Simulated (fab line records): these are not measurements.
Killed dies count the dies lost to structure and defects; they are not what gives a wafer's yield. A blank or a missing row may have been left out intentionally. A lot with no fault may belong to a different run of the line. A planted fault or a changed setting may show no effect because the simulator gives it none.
Matching of chambers    flow nand harc    NHARC_A_CHANNEL_FILL_D1_ETCHBACK_20 on rie diel-12: 4 sister chambers
The step etches the open film in C4F8/O2/Ar, target depth 27 nm, time 13.5 s. 4 wafers are shown with their chamber, then 6 later ones without.

EACH WAFER AND ITS CHAMBER
wafer   chamber  rf vpp V (V)
L350.6  1        986
L354.1  3        984
L355.2  2        986
L355.4  0        977

WAFERS WHOSE CHAMBER IS MISSING
wafer   rf vpp V (V)
L355.5  983
L358.1  986
L358.5  985
L358.6  984
L361.4  975
L361.5  985

THE CHAMBER EACH PASSED THROUGH
wafer   from the rows above           in truth
L355.5  can't be placed: 3 or 1 or 2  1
L358.1  can't be placed: 1 or 2 or 3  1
L358.5  can't be placed: 1 or 2 or 3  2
L358.6  can't be placed: 3 or 1 or 2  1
L361.4  0                             0
L361.5  can't be placed: 1 or 2 or 3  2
1 of 6 placed correctly. Cannot be placed on the basis of these rows: 5; the candidates contain the true chamber in 5. Placed wrongly: 0.
How it was worked out, from the rows above alone: a wafer's distance from a chamber is the root of the sum, over the readings, of the square of ((its reading less the chamber's mean) divided by the reading's scatter). The wafer belongs to the nearest chamber; if the next one is less than 2 further off, it can't be placed. For every chamber, the mean is computed from those of its wafers that are shown. The scatter: root of mean squared gap, hidden wafer to nearest shown wafer, with one shown wafer a chamber.
